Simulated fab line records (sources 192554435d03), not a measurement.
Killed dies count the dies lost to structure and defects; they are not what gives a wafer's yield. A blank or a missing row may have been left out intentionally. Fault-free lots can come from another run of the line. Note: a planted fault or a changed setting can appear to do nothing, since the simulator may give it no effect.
Struck lot and sound lot, side by side | flow n5 finfet | 19 steps out of a route of 1938
Sound: these wafers, L254.1, L254.2, L254.6. The struck wafers were L269.2, L269.5, L269.6. The cause comes at the end.
Order at every step that has rows: each side's tool, ch and its chambers, its first start. Under that, the readings that differ: sound wafers | struck wafers | difference of the means | sigmas: that difference in standard deviations of wafers without a fault.
alike: readings whose means differ by less than 2 such deviations, and words and numbers that are the same on both sides. not compared: withheld readings, readings that some wafer has no value for, bounds like >300 that may hide the same value, and numbers for which the record gives no deviation and whose values overlap.
A row with sigmas, a row that says differs or no value, or rows on one side alone: a step with any of these is where the two part. Non-overlapping numbers with no deviation appear without sigmas and do not part them. Lack of a reading on every wafer of one side parts them only where that side has two or more wafers.

N5_WELL_APT_RTA_34: time 10 s.
  sound on rtp anneal-02 ch 0, day 2 10:26; struck on rtp anneal-01 ch 0, day 6 03:57
  alike: lamp power pct, lamp_zone_5_pct, wafer_temp_C_max
then, 4 steps without rows for these wafers: N5_WELL_APT_OXIDE_STRIP_42 (strips SiO2 in dHF, time 45 s, target depth 12 nm); N5_WELL_APT_PRECLEAN_36 (cleans in O3/DIW, time 45 s); N5_WELL_APT_PRECLEAN_39 (cleans in dHF, time 60 s); N5_WELL_APT_SRD_37 (time 30 s).
N5_WELL_APT_EPI_41: deposits Si from SiH4/H2, target thk 50 nm, time 297.7 s.
  sound on epi rpcvd-02 ch 0, day 2 10:40; struck on epi rpcvd-02 ch 0, day 6 04:19
  alike: throttle valve pct
N5_WELL_APT_INSPECT_38: inspects for defects (darkfield).
  sound on defect inspect-02 at day 2 11:19; struck on defect inspect-02 at day 6 05:01
  alike: raw defect count
N5_PMOS_HMC_CHANNEL_EPI_HM_DEP_34: deposits SiO2 from TEOS/O2, target thk 36 nm, time 6.9 s.
  sound on pecvd-04 ch 0,1,2, day 2 11:21; struck on pecvd-01 ch 0,1,2, day 6 05:03
  alike: heater power w, rf fwd power W, showerhead plenum p Torr, throttle valve pct
then, 4 steps without rows for these wafers: N5_PMOS_HMC_CHANNEL_EPI_COAT_31 (time 60 s, resist thk 66 nm); N5_PMOS_HMC_CHANNEL_EPI_COAT_03 (resist thk 205 nm); N5_PMOS_HMC_CHANNEL_EPI_EBR_05; N5_PMOS_HMC_CHANNEL_EPI_SOFTBAKE_04 (time 60 s).
N5_PMOS_HMC_CHANNEL_EPI_EXPOSE_06: exposes mask PMOS HMC BLK, target cd 240 nm.
  sound on arfi scanner-02 ch 0, day 2 11:38; struck on arfi scanner-01 ch 0, day 6 05:20
  reading                                      | sound                | struck         | difference | sigmas
  model.PMOS_HMC_CHANNEL_EPI.overlay x nm (nm) | -0.185 -0.185 -0.185 | 39.1 39.1 39.1 | +39.3      |
  alike: mask, focus offset nm
then, 2 steps without rows for these wafers: N5_PMOS_HMC_CHANNEL_EPI_PEB_07 (peb time 60 s); N5_PMOS_HMC_CHANNEL_EPI_DEVELOP_08 (develop time 30 s).
N5_PMOS_HMC_CHANNEL_EPI_CD_MEAS_09 targets a cd of 237.4 nm.
  sound on cd sem-03 ch 0, day 2 11:45; struck on cd sem-02 ch 0, day 6 05:28
  reading    | sound             | struck            | difference | sigmas
  cd nm (nm) | 240.0 238.6 240.3 | 238.2 237.2 237.2 | -2.1       | -2
N5_PMOS_HMC_CHANNEL_EPI_OVL_MEAS_10:
  sound on overlay-01 ch 0, day 2 11:47; struck on overlay-01 ch 0, day 6 05:29
  reading               | sound         | struck         | difference | sigmas
  PMOS_HMC_BLK_OVL (nm) | -0.7 0.6 -0.5 | 39.2 38.8 38.4 | +39.0      | +53
N5_PMOS_HMC_CHANNEL_EPI_INSPECT_11: inspects for defects (macro).
  sound on defect inspect-01 at day 2 11:48; struck on defect inspect-02 at day 6 05:31
  alike: raw defect count
-- here the record skips 14 days between the struck wafers' starts before and after, leaving off in module PMOS_HMC_CHANNEL_EPI and picking up in module PASSIVATION (first step shown: number 1936 of the route) --
N5_PASSIVATION_PROBE_49:
  sound on prober-01 at day 13 12:05; struck on prober-02 at day 20 08:26
  alike: killed_at_M0_to_M3, killed_at_M4_up, killed at contacts, killed at front end, killed at other, killed dies, killed open, killed short

== WHERE THEY PART ==
Earliest at N5_PMOS_HMC_CHANNEL_EPI_CD_MEAS_09; latest, in this record, at N5_PMOS_HMC_CHANNEL_EPI_OVL_MEAS_10. Later steps at which nothing parts them and some readings are alike: N5_PMOS_HMC_CHANNEL_EPI_INSPECT_11, N5_PASSIVATION_PROBE_49.

WHY: the cause the simulator had injected
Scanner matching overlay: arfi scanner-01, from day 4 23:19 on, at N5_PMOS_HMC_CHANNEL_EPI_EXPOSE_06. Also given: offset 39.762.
